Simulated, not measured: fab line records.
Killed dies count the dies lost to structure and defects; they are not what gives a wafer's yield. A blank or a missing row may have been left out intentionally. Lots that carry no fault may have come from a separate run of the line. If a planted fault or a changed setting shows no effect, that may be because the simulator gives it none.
fab line records	flow nand_harc
record lots=6	wafers=18	last_day=34
route steps=1302 shown P_M0@280 P_M1@285
lots that met no fault: taken from a fault-free run of the same line
start_h: start of the lot's first displayed wafer, in hours after the record's first day	wait_h: hours elapsed since this lot's preceding step	" identical to the entry in the row above	L1.1+2: several wafers, shown together as one row	- no value, or no start was given	* or withheld: withheld	< > ~ a bound
route shown NAME@n: NAME is a module with steps in the file, n the number in the route of the first one	usual: the fault-free wafers' mean and standard deviation	same: alike in all rows	chamber/n: place in a boat	sites: the reading at each site	_std_site: how widely they spread, as a standard deviation	_edge_site: outer sites' mean less inner sites'	radius_mm: for every site, how far away it sits from the centre of the wafer	mask NAME#n: copy n	behind: the tool/chamber that last shaped the wafer	hold: why the lot went on hold/how many hours it stayed there/how the hold came to an end	device: names the non-switching transistor (n, p or np)	end of line: the tests these same wafers got at the end of their route	a step without rows: its recipe alone	killed: at the first sort, the dies lost to defects and structure; wafer yield is something else	map: dies across one wafer; x = killed, . = not, _ = none there
set.NAME: the setting the step ran with; set.NAME@STEP: the setting that earlier step ran with	model.NAME: the simulator's own value behind a step, which no gauge read
lots seen at some steps along the route; tables by step, rows by wafer
services: when a tool's chamber went out of use (start_h, in hours from the record's first day, below 0 if earlier), for how many hours, and the reason
## steps
# step NHARC_P_M0_SRD_25
# step NHARC_P_M0_INSPECT_27
# usual raw_defect_count=343/130
lot.wafer	tool	chamber	start_h	wait_h	raw_defect_count
L650.2	defect_inspect-02	-	135.84	0.0	278
L650.3	"	-	"	"	534
L650.4	"	-	"	"	432
L652.2	defect_inspect-02	-	148.95	0.0	505
L652.3	"	-	"	"	510
L652.5	"	-	"	"	411
L659.1	defect_inspect-02	-	229.50	0.0	181
L659.3	"	-	"	"	170
L659.4	"	-	"	"	173
L661.1	defect_inspect-01	-	245.94	0.0	267
L661.3	"	-	"	"	518
L661.4	"	-	"	"	251
L664.2	defect_inspect-01	-	272.99	0.0	535
L664.4	"	-	"	"	243
L664.6	"	-	"	"	363
L672.4	defect_inspect-01	-	348.51	0.0	187
L672.5	"	-	"	"	278
L672.6	"	-	"	"	202
# step NHARC_P_M0_PRE_CLEAN_31
# recipe time_s=12	temp_c=370	rf_power_w=300	gas=NH3
# usual heater_power_w=612/77
lot.wafer	tool	chamber	start_h	wait_h	heater_power_w
L650.2	pecvd-02	1	135.90	0.1	580
L650.3	"	2	"	"	609
L650.4	"	0	"	"	701
L652.2	pecvd-01	2	149.03	0.1	566
L652.3	"	0	"	"	674
L652.5	"	0	"	"	658
L659.3	pecvd-04	0	229.57	0.1	744
L659.1	"	2	"	"	592
L659.4	"	0	"	"	726
L661.1	pecvd-02	2	246.03	0.1	617
L661.3	"	0	"	"	620
L661.4	"	2	"	"	637
L664.2	pecvd-01	2	273.07	0.1	692
L664.6	"	2	"	"	694
L664.4	"	0	"	"	663
L672.4	pecvd-01	2	348.76	0.3	657
L672.6	"	0	"	"	614
L672.5	"	2	"	"	643
# step NHARC_P_M0_DEP_32
# recipe target_thk_a=300	temp_c=370	target_thk_nm=30	pressure_torr=3	flow_sccm=200	rf_w=450	material=SiCN
# usual heater_power_w=555/79
lot.wafer	tool	chamber	start_h	wait_h	heater_power_w
L650.2	pecvd-02	1	135.98	0.1	492
L650.3	"	2	"	"	524
L650.4	"	0	"	"	553
L652.2	pecvd-01	2	149.14	0.1	546
L652.3	"	0	"	"	585
L652.5	"	0	"	"	603
L659.3	pecvd-04	0	229.64	0.1	655
L659.1	"	2	"	"	454
L659.4	"	0	"	"	665
L661.1	pecvd-02	2	246.19	0.1	580
L661.3	"	0	"	"	495
L661.4	"	2	"	"	566
L664.2	pecvd-01	2	273.18	0.1	543
L664.6	"	2	"	"	547
L664.4	"	0	"	"	711
L672.4	pecvd-01	2	349.02	0.2	660
L672.6	"	0	"	"	575
L672.5	"	2	"	"	650
# step NHARC_P_M1_DEP_00
# recipe target_thk_a=1825	target_thk_nm=182.5	temp_c=withheld	pressure_torr=5	flow_sccm=200	rf_w=600	material=SiOC
# step NHARC_P_M1_DEHYDRATE_01
# recipe temp_c=150	time_s=120
# step NHARC_P_M1_HMDS_02
# recipe time_s=30
# step NHARC_P_M1_COAT_34
# recipe temp_c=200	time_s=65
# step NHARC_P_M1_COAT_03
# recipe spin_rpm=1500	resist_thk_nm=90
# step NHARC_P_M1_SOFTBAKE_04
# recipe temp_c=105	time_s=55
# step NHARC_P_M1_EBR_05
# step NHARC_P_M1_EXPOSE_06
# recipe na=1.35	target_cd_nm=130	dose_mj=81.88	mask_id=P_M1
# usual exposure_dose_mJ_cm2=82.7/0.63
lot.wafer	tool	chamber	start_h	wait_h	mask	exposure_dose_mJ_cm2
L650.2	arfi_scanner-01	0	137.07	-	P_M1#0	81.7
L650.3	"	0	"	"	P_M1#0	81.8
L650.4	"	0	"	"	P_M1#0	81.8
L652.2	arfi_scanner-02	0	150.21	-	P_M1#0	81.7
L652.3	"	0	"	"	P_M1#0	81.9
L652.5	"	0	"	"	P_M1#0	81.8
L659.1	arfi_scanner-02	0	230.73	-	P_M1#0	77.1
L659.3	"	0	"	"	P_M1#0	77.1
L659.4	"	0	"	"	P_M1#0	77.1
L661.1	arfi_scanner-02	0	247.37	-	P_M1#0	78.1
L661.3	"	0	"	"	P_M1#0	78.0
L661.4	"	0	"	"	P_M1#0	78.0
L664.2	arfi_scanner-01	0	274.23	-	P_M1#0	83.3
L664.4	"	0	"	"	P_M1#0	83.3
L664.6	"	0	"	"	P_M1#0	83.2
L672.4	arfi_scanner-03	0	349.95	-	P_M1#0	82.9
L672.5	"	0	"	"	P_M1#0	83.0
L672.6	"	0	"	"	P_M1#0	83.0
# step NHARC_P_M1_PEB_07
# recipe peb_temp_c=100	peb_time_s=65
# step NHARC_P_M1_DEVELOP_08
# recipe develop_time_s=35	dev_temp_c=23
# step NHARC_P_M1_CD_MEAS_09
# recipe target_cd_nm=130	landing_energy_ev=500
# usual cd_nm=129.9/0.6
lot.wafer	tool	chamber	start_h	wait_h	cd_nm
L650.2	cd_sem-02	0	137.21	-	129.8
L650.3	"	0	"	"	129.2
L650.4	"	0	"	"	129.5
L652.2	cd_sem-01	0	150.35	-	129.4
L652.3	"	0	"	"	129.8
L652.5	"	0	"	"	129.4
L659.1	cd_sem-02	0	230.87	-	126.9
L659.3	"	0	"	"	126.4
L659.4	"	0	"	"	126.0
L661.1	cd_sem-01	0	247.51	-	127.1
L661.3	"	0	"	"	127.6
L661.4	"	0	"	"	127.7
L664.2	cd_sem-01	0	274.37	-	129.4
L664.4	"	0	"	"	129.2
L664.6	"	0	"	"	130.6
L672.4	cd_sem-02	0	350.09	-	129.9
L672.5	"	0	"	"	129.4
L672.6	"	0	"	"	129.9
# step NHARC_P_M1_OVL_MEAS_10
# recipe pitch_nm=260
# usual overlay_x_nm=-0.1/0.83	overlay_y_nm=0.0/0.85
lot.wafer	tool	chamber	start_h	wait_h	overlay_x_nm	overlay_y_nm
L650.2	overlay-01	-	137.29	-	-0.1	0.8
L650.3	"	-	"	"	0.1	0.9
L650.4	"	-	"	"	-0.5	1.1
L652.2	overlay-02	-	150.44	-	-0.2	-0.8
L652.3	"	-	"	"	-0.3	-0.9
L652.5	"	-	"	"	-0.2	-1.2
L659.1	overlay-02	-	230.96	-	0.1	-0.4
L659.3	"	-	"	"	0.0	-0.9
L659.4	"	-	"	"	0.1	-0.7
L661.1	overlay-01	-	247.60	-	0.7	-0.4
L661.3	"	-	"	"	0.4	-0.1
L661.4	"	-	"	"	0.3	0.3
L664.2	overlay-01	-	274.45	-	0.5	0.2
L664.4	"	-	"	"	0.5	-0.2
L664.6	"	-	"	"	0.2	0.1
L672.4	overlay-02	-	350.17	-	-0.1	0.9
L672.5	"	-	"	"	0.0	0.6
L672.6	"	-	"	"	-0.2	1.2
# step NHARC_P_M1_INSPECT_11
# usual raw_defect_count=5/3.1
lot.wafer	tool	chamber	start_h	wait_h	raw_defect_count
L650.2	defect_inspect-02	-	137.33	0.0	5
L650.3	"	-	"	"	5
L650.4	"	-	"	"	3
L652.2	defect_inspect-01	-	150.47	0.0	4
L652.3	"	-	"	"	0
L652.5	"	-	"	"	2
L659.1	defect_inspect-01	-	230.99	0.0	3
L659.3	"	-	"	"	3
L659.4	"	-	"	"	6
L661.1	defect_inspect-01	-	247.63	0.0	3
L661.3	"	-	"	"	8
L661.4	"	-	"	"	2
L664.2	defect_inspect-01	-	274.49	0.0	2
L664.4	"	-	"	"	3
L664.6	"	-	"	"	4
L672.4	defect_inspect-02	-	350.21	0.0	2
L672.5	"	-	"	"	4
L672.6	"	-	"	"	2
# step NHARC_P_M1_DESCUM_14
# recipe time_s=3	o2_flow_sccm=200	ar_flow_sccm=0	bias_power_w=0	chemistry=O2
# usual drypump_motor_current_A=5.6/0.57	oes_product_au=0.999/0.0099	rf_vpp_V=57.8/0.97	showerhead_plenum_p_Torr=1.89/0.097	throttle_valve_pct=11.311/0.0088
# same bias_power_w=0
lot.wafer	tool	chamber	start_h	wait_h	drypump_motor_current_A	oes_product_au	rf_hours_counter_h	rf_vpp_V	showerhead_plenum_p_Torr	throttle_valve_pct	model.P_M1.cd_nm
L650.4	rie_diel-09	0	137.39	0.1	5.7	1.018	9	60.6	2.01	11.328	129.2
L650.3	"	1	"	"	4.7	1.012	9	56.0	1.78	11.319	128.9
L650.2	"	2	"	"	6.3	1.008	10	57.5	2.01	11.317	129.7
L652.2	rie_diel-13	0	150.54	0.1	5.8	0.993	12	57.8	1.80	11.307	130
L652.3	"	1	"	"	6.5	1.007	12	57.8	1.81	11.299	129.6
L652.5	"	3	"	"	5.4	0.993	-	58.2	1.98	11.308	128.2
L659.4	rie_diel-13	1	231.06	0.1	6.5	1.009	5	57.4	1.81	11.306	126.2
L659.3	"	2	"	"	5.3	1.001	5	56.7	1.93	11.317	127.6
L659.1	"	0	"	"	5.8	1.001	2	56.9	1.80	11.324	127.2
L661.3	rie_diel-09	1	247.69	0.1	4.7	0.996	6	56.7	1.78	11.315	127.6
L661.4	"	2	"	"	6.3	0.992	5	57.5	2.01	11.308	127.4
L661.1	"	3	"	"	5.0	0.987	5	57.0	1.79	11.299	126.7
L664.4	rie_diel-09	3	274.62	0.1	5.0	0.989	8	57.6	1.79	11.313	128.6
L664.2	"	0	"	"	5.7	0.998	8	59.7	2.01	11.316	129.5
L664.6	"	1	"	"	4.7	1.004	-	56.2	1.78	11.303	130.5
L672.4	rie_diel-09	0	350.32	0.1	5.6	0.995	-	58.7	2.01	11.309	129.7
L672.6	"	2	"	"	6.3	1.005	-	60.0	2.01	11.313	130.5
L672.5	"	0	"	"	5.7	0.999	-	58.3	2.01	11.290	128.8
# step NHARC_P_M1_ETCH_35
# recipe target_depth_a=400	overetch_a=120	time_s=43.94	ion_energy_ev=200	n2_flow_sccm=150	h2_flow_sccm=150	ar_flow_sccm=0	rf_w=400	bias_w=150	chemistry=N2/H2
# usual drypump_motor_current_A=5.6/0.58	oes_product_au=0.998/0.0095	rf_vpp_V=430/3.1	showerhead_plenum_p_Torr=2.02/0.11	throttle_valve_pct=14.170/0.0087
lot.wafer	tool	chamber	start_h	wait_h	drypump_motor_current_A	oes_product_au	rf_hours_counter_h	rf_vpp_V	showerhead_plenum_p_Torr	throttle_valve_pct
L650.2	rie_diel-09	2	137.48	0.1	6.3	1.007	10	434	2.15	14.166
L650.4	"	0	"	"	5.7	1.008	9	434	2.15	14.170
L650.3	"	1	"	"	4.7	1.017	9	426	1.90	14.165
L652.2	rie_diel-13	1	150.62	0.1	6.5	1.005	12	426	1.93	14.176
L652.3	"	2	"	"	5.3	1.008	12	430	2.06	14.156
L652.5	"	1	"	"	6.5	1.015	-	427	1.93	14.164
L659.1	rie_diel-13	0	231.15	0.1	5.8	0.994	2	428	1.91	14.161
L659.3	"	1	"	"	6.5	1.018	5	427	1.93	14.172
L659.4	"	2	"	"	5.2	0.992	5	431	2.06	14.182
L661.3	rie_diel-09	2	247.79	0.1	6.3	0.989	5	434	2.14	14.165
L661.4	"	3	"	"	5.0	0.993	5	428	1.90	14.170
L661.1	"	0	"	"	5.7	0.986	6	432	2.15	14.162
L664.4	rie_diel-09	0	274.69	0.1	5.7	0.989	8	433	2.15	14.166
L664.2	"	3	"	"	5.0	1.001	8	428	1.90	14.181
L664.6	"	1	"	"	4.7	1.002	-	427	1.90	14.173
L672.4	rie_diel-09	0	350.44	0.1	5.7	0.995	-	433	2.14	14.191
L672.5	"	2	"	"	6.3	1.009	-	434	2.14	14.176
L672.6	"	0	"	"	5.7	0.991	-	434	2.14	14.181
# step NHARC_P_M1_ETCH_15
# recipe target_depth_a=1825	time_s=91.2	c4f8_flow_sccm=withheld	ar_flow_sccm=400	rf_w=600	bias_w=300	chemistry=C4F8/Ar
# usual oes_product_au=0.951/0.02	rf_vpp_V=440/3.2
lot.wafer	tool	chamber	start_h	wait_h	oes_product_au	rf_hours_counter_h	rf_vpp_V
L650.2	rie_diel-09	3	-	-	0.919	10	437
L650.4	"	0	"	"	0.929	9	443
L650.3	"	1	"	"	0.936	9	438
L652.2	rie_diel-13	1	-	-	0.984	12	437
L652.3	"	0	"	"	0.955	12	436
L652.5	"	1	"	"	0.979	-	437
L659.4	rie_diel-13	1	-	-	0.964	5	437
L659.3	"	2	"	"	0.956	5	440
L659.1	"	0	"	"	0.978	2	438
L661.1	rie_diel-09	0	-	-	0.979	6	444
L661.3	"	1	"	"	0.964	6	436
L661.4	"	2	"	"	0.961	5	443
L664.4	rie_diel-09	2	-	-	0.919	8	443
L664.2	"	3	"	"	0.918	8	436
L664.6	"	1	"	"	0.921	-	438
L672.4	rie_diel-09	0	350.57	0.1	0.947	-	444
L672.6	"	2	"	"	0.954	-	444
L672.5	"	0	"	"	0.937	-	442
# step NHARC_P_M1_CD_MEAS_16
# usual cd_nm=129.8/0.66
lot.wafer	tool	chamber	start_h	wait_h	cd_nm
L650.2	cd_sem-02	-	137.70	-	129.8
L650.3	"	-	"	"	129.6
L650.4	"	-	"	"	129.7
L652.2	cd_sem-03	-	150.84	-	130.2
L652.3	"	-	"	"	129.6
L652.5	"	-	"	"	128.7
L659.1	cd_sem-01	-	231.37	-	126.8
L659.3	"	-	"	"	127.7
L659.4	"	-	"	"	125.9
L661.1	cd_sem-03	-	248.00	-	127.2
L661.3	"	-	"	"	127.9
L661.4	"	-	"	"	127.4
L664.2	cd_sem-01	-	274.92	-	130.1
L664.4	"	-	"	"	128.9
L664.6	"	-	"	"	131.0
L672.4	cd_sem-03	-	350.71	0.1	129.6
L672.5	"	-	"	"	129.1
L672.6	"	-	"	"	130.5
# step NHARC_P_M1_STRIP_18
# recipe power_w=1000	n2_flow_sccm=150	h2_flow_sccm=150	ar_flow_sccm=0	bias_w=0	chemistry=N2/H2
# usual drypump_motor_current_A=5.6/0.55	oes_product_au=0.999/0.0099	rf_vpp_V=90.6/1	showerhead_plenum_p_Torr=2.02/0.1	throttle_valve_pct=14.172/0.0088
lot.wafer	tool	chamber	start_h	wait_h	drypump_motor_current_A	oes_product_au	rf_hours_counter_h	rf_vpp_V	showerhead_plenum_p_Torr	throttle_valve_pct
L650.4	rie_diel-13	2	137.77	0.1	5.2	0.999	11	91.3	2.06	14.158
L650.2	"	3	"	"	5.4	0.996	12	90.7	2.11	14.170
L650.3	"	0	"	"	5.8	0.997	10	90.0	1.91	14.175
L652.2	rie_diel-13	0	150.91	0.1	5.8	0.997	12	90.5	1.91	14.154
L652.3	"	1	"	"	6.5	1.014	12	90.0	1.93	14.158
L652.5	"	0	"	"	5.8	0.986	-	90.4	1.91	14.169
L659.1	rie_diel-09	0	231.44	0.1	5.7	0.987	5	90.8	2.15	14.167
L659.3	"	2	"	"	6.3	0.991	4	91.1	2.14	14.193
L659.4	"	3	"	"	5.0	0.986	4	91.8	1.90	14.176
L661.1	rie_diel-13	1	248.10	0.1	6.5	1.007	7	89.3	1.93	14.153
L661.4	"	2	"	"	5.3	0.983	7	92.0	2.06	14.177
L661.3	"	3	"	"	5.4	0.997	6	90.3	2.11	14.174
L664.2	rie_diel-13	1	275.05	0.1	6.5	1.008	8	89.7	1.93	14.166
L664.4	"	2	"	"	5.3	0.992	9	90.8	2.05	14.165
L664.6	"	0	"	"	5.8	0.999	-	89.7	1.91	14.165
L672.5	rie_diel-09	2	350.88	0.2	6.3	1.001	-	89.5	2.14	14.163
L672.6	"	3	"	"	5.0	0.997	-	91.1	1.90	14.159
L672.4	"	0	"	"	5.7	0.994	-	91.9	2.14	14.157
# step NHARC_P_M1_ETCH_28
# recipe target_depth_a=300	over_etch_frac=0.3	time_s=72.99	ion_energy_ev=150	cf4_flow_sccm=50	n2_flow_sccm=100	ar_flow_sccm=150	rf_w=300	bias_w=100	chemistry=CF4/N2
# usual drypump_motor_current_A=5.6/0.54	oes_product_au=0.999/0.01	rf_vpp_V=313.6/2.1	showerhead_plenum_p_Torr=2.60/0.12	throttle_valve_pct=19.794/0.0095
lot.wafer	tool	chamber	start_h	wait_h	drypump_motor_current_A	oes_product_au	rf_hours_counter_h	rf_vpp_V	showerhead_plenum_p_Torr	throttle_valve_pct	model.P_M1.cd_nm
L650.4	rie_diel-13	2	-	-	5.3	1.007	11	315.1	2.65	19.807	129.3
L650.2	"	3	"	"	5.4	1.007	12	313.7	2.71	19.785	130.1
L650.3	"	0	"	"	5.8	0.989	10	311.1	2.48	19.809	129.7
L652.3	rie_diel-13	0	-	-	5.8	1.000	12	313.4	2.48	19.778	129.6
L652.2	"	1	"	"	6.5	1.025	12	311.5	2.50	19.794	130.8
L652.5	"	3	"	"	5.4	0.997	-	315.0	2.71	19.796	129.2
L659.4	rie_diel-09	1	-	-	4.7	0.999	5	310.4	2.46	19.793	126.5
L659.1	"	2	"	"	6.3	0.996	4	315.0	2.75	19.810	126
L659.3	"	3	"	"	5.0	1.003	4	310.0	2.46	19.790	128.5
L661.3	rie_diel-13	2	-	-	5.3	0.990	7	313.4	2.64	19.776	128.6
L661.4	"	0	"	"	5.8	0.999	4	312.5	2.48	19.810	126.2
L661.1	"	1	"	"	6.5	1.016	7	313.0	2.49	19.791	126.8
L664.4	rie_diel-13	3	-	-	5.4	0.985	9	314.5	2.70	19.775	127.4
L664.2	"	1	"	"	6.5	1.015	8	312.4	2.49	19.793	130.2
L664.6	"	3	"	"	5.4	0.995	-	315.5	2.70	19.790	131.1
L672.5	rie_diel-09	3	-	-	5.0	1.002	-	309.9	2.46	19.795	129.4
L672.6	"	0	"	"	5.7	0.986	-	317.1	2.75	19.792	130.7
L672.4	"	2	"	"	6.3	1.000	-	316.3	2.75	19.788	129.3
# step NHARC_P_M1_STRIP_19
# recipe time_s=600	temp_c=30	chemistry=post_etch_residue_remover
## services
tool	chamber	start_h	hours	kind
arfi_scanner-02	-	126.69	0.4	repair
rie_diel-13	-	127.62	0.3	repair
pecvd-01	-	130.00	13.0	pm
arfi_scanner-02	-	140.00	4.0	pm
rie_diel-09	-	143.10	9.0	pm
rie_diel-13	-	165.21	9.0	pm
arfi_scanner-02	-	165.96	2.4	repair
rie_diel-09	2	171.90	8.6	repair
arfi_scanner-02	-	189.61	10.5	repair
arfi_scanner-02	-	201.79	1.1	repair
rie_diel-13	0	202.66	15.2	repair
pecvd-02	-	227.06	13.0	pm
rie_diel-13	3	252.32	1.5	repair
pecvd-01	1	253.20	4.9	repair
rie_diel-09	1	278.77	8.3	repair
rie_diel-13	0	285.25	3.4	repair
pecvd-01	-	311.00	13.0	pm
arfi_scanner-02	-	312.00	4.0	pm
rie_diel-13	2	316.63	7.3	repair
rie_diel-09	-	320.10	9.0	pm
rie_diel-13	-	342.21	9.0	pm
rie_diel-09	3	345.73	4.9	repair
pecvd-01	1	346.27	3.7	repair
rie_diel-09	1	347.91	5.5	repair
## key
first_sign step=NHARC_P_M1_EXPOSE_06	reading=exposure_dose_mJ_cm2	direction=down	sigmas=8.2	usual=82.7	struck=77.6
effect step=NHARC_P_M1_CD_MEAS_09	reading=cd_nm	direction=down	sigmas=4.9	usual=129.9	struck=127.0	through=control_loop
effect step=NHARC_P_M1_CD_MEAS_16	reading=cd_nm	direction=down	sigmas=4	usual=129.8	struck=127.1	through=control_loop
model_effect step=NHARC_P_M1_DESCUM_14	value=P_M1.cd_nm	without=130.3	struck=127.1
model_effect step=NHARC_P_M1_ETCH_28	value=P_M1.cd_nm	without=130.3	struck=127.1
met_at NHARC_P_M1_EXPOSE_06
struck_wafers L659.1,L659.3,L659.4,L661.1,L661.3,L661.4
loop_trim step=NHARC_P_M1_EXPOSE_06	setting=dose	lots=L661
onset_between 150.21 230.73
fault kind=process_parameter_drift	tool=arfi_scanner-02	chamber=-	onset_h=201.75	steps=NHARC_P_M1_EXPOSE_06	channel=dose_mj	offset=-4.7158	shape=step	acts_in=these_recipes_only	stated=81.88
# loop_trim: a control loop set the setting to another value than it would have without faults
